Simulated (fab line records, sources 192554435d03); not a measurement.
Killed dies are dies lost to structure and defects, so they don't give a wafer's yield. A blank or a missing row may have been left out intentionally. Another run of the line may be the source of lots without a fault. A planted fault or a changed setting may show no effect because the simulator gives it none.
Matching of chambers / flow n5_finfet / 4 sister chambers for N5_BEOL_M11_VIA_ETCH_34 on rie_diel-05
The step etches SiCOH lowk in C4F6/O2, target depth 184.5 nm, time 69.2 s. 18 wafers are shown with their chamber, then 9 later ones without.

## EACH WAFER AND ITS CHAMBER
wafer=L074.1; chamber=0; showerhead_plenum_p_Torr (Torr)=2.81; rf_vpp_V (V)=658; drypump_motor_current_A (A)=5.81
wafer=L074.4; chamber=3; showerhead_plenum_p_Torr (Torr)=2.75; rf_vpp_V (V)=660; drypump_motor_current_A (A)=6.01
wafer=L074.6; chamber=0; showerhead_plenum_p_Torr (Torr)=2.81; rf_vpp_V (V)=658; drypump_motor_current_A (A)=5.81
wafer=L075.1; chamber=2; showerhead_plenum_p_Torr (Torr)=3.02; rf_vpp_V (V)=641; drypump_motor_current_A (A)=5.80
wafer=L075.2; chamber=3; showerhead_plenum_p_Torr (Torr)=2.75; rf_vpp_V (V)=659; drypump_motor_current_A (A)=6.01
wafer=L075.4; chamber=3; showerhead_plenum_p_Torr (Torr)=2.75; rf_vpp_V (V)=660; drypump_motor_current_A (A)=5.99
wafer=L081.1; chamber=2; showerhead_plenum_p_Torr (Torr)=3.02; rf_vpp_V (V)=642; drypump_motor_current_A (A)=5.82
wafer=L081.5; chamber=2; showerhead_plenum_p_Torr (Torr)=3.02; rf_vpp_V (V)=642; drypump_motor_current_A (A)=5.82
wafer=L081.6; chamber=3; showerhead_plenum_p_Torr (Torr)=2.74; rf_vpp_V (V)=659; drypump_motor_current_A (A)=6.00
wafer=L082.1; chamber=1; showerhead_plenum_p_Torr (Torr)=2.81; rf_vpp_V (V)=649; drypump_motor_current_A (A)=5.68
wafer=L082.4; chamber=0; showerhead_plenum_p_Torr (Torr)=2.80; rf_vpp_V (V)=658; drypump_motor_current_A (A)=5.82
wafer=L082.6; chamber=3; showerhead_plenum_p_Torr (Torr)=2.74; rf_vpp_V (V)=660; drypump_motor_current_A (A)=5.98
wafer=L085.2; chamber=2; showerhead_plenum_p_Torr (Torr)=3.01; rf_vpp_V (V)=641; drypump_motor_current_A (A)=5.82
wafer=L085.3; chamber=3; showerhead_plenum_p_Torr (Torr)=2.74; rf_vpp_V (V)=658; drypump_motor_current_A (A)=5.99
wafer=L085.6; chamber=0; showerhead_plenum_p_Torr (Torr)=2.80; rf_vpp_V (V)=658; drypump_motor_current_A (A)=5.82
wafer=L086.3; chamber=0; showerhead_plenum_p_Torr (Torr)=2.80; rf_vpp_V (V)=659; drypump_motor_current_A (A)=5.80
wafer=L086.4; chamber=3; showerhead_plenum_p_Torr (Torr)=2.74; rf_vpp_V (V)=660; drypump_motor_current_A (A)=5.99
wafer=L086.6; chamber=3; showerhead_plenum_p_Torr (Torr)=2.74; rf_vpp_V (V)=660; drypump_motor_current_A (A)=6.00

SIGNATURES (averages over the wafers above)
reading=showerhead_plenum_p_Torr; chamber 0=2.8040; chamber 1=2.8100; chamber 2=3.0175; chamber 3=2.7438; scatter within a chamber=0.00523
reading=rf_vpp_V; chamber 0=658.20; chamber 1=649.00; chamber 2=641.50; chamber 3=659.50; scatter within a chamber=0.644
reading=drypump_motor_current_A; chamber 0=5.8120; chamber 1=5.6800; chamber 2=5.8150; chamber 3=5.9962; scatter within a chamber=0.00988
Rule: distance of a wafer from a chamber = root of the sum over the readings of ((wafer's reading minus chamber's mean) / reading's scatter) squared. The wafer belongs to the nearest chamber; if the next one is less than 2 further off, it can't be placed. The scatter: take each reading less its chamber's mean, square it, sum over the shown wafers, divide by the number of wafers less the number of chambers, and take the root.

## WAFERS MISSING THEIR CHAMBER
wafer=L090.2; showerhead_plenum_p_Torr (Torr)=2.80; rf_vpp_V (V)=658; drypump_motor_current_A (A)=5.83
wafer=L090.5; showerhead_plenum_p_Torr (Torr)=2.81; rf_vpp_V (V)=649; drypump_motor_current_A (A)=5.68
wafer=L090.6; showerhead_plenum_p_Torr (Torr)=2.80; rf_vpp_V (V)=658; drypump_motor_current_A (A)=5.82
wafer=L091.1; showerhead_plenum_p_Torr (Torr)=3.01; rf_vpp_V (V)=641; drypump_motor_current_A (A)=5.82
wafer=L091.4; showerhead_plenum_p_Torr (Torr)=2.80; rf_vpp_V (V)=650; drypump_motor_current_A (A)=5.69
wafer=L091.5; showerhead_plenum_p_Torr (Torr)=2.73; rf_vpp_V (V)=660; drypump_motor_current_A (A)=6.01
wafer=L092.1; showerhead_plenum_p_Torr (Torr)=2.80; rf_vpp_V (V)=651; drypump_motor_current_A (A)=5.68
wafer=L092.2; showerhead_plenum_p_Torr (Torr)=3.01; rf_vpp_V (V)=643; drypump_motor_current_A (A)=5.82
wafer=L092.5; showerhead_plenum_p_Torr (Torr)=2.80; rf_vpp_V (V)=649; drypump_motor_current_A (A)=5.67

## EACH ONE'S CHAMBER
wafer=L090.2; from the rows above=0; in truth=0
wafer=L090.5; from the rows above=1; in truth=1
wafer=L090.6; from the rows above=0; in truth=0
wafer=L091.1; from the rows above=2; in truth=2
wafer=L091.4; from the rows above=1; in truth=1
wafer=L091.5; from the rows above=3; in truth=3
wafer=L092.1; from the rows above=1; in truth=1
wafer=L092.2; from the rows above=2; in truth=2
wafer=L092.5; from the rows above=1; in truth=1
9 of 9 placed correctly. From these rows, 0 cannot be placed. Placed wrongly: 0.
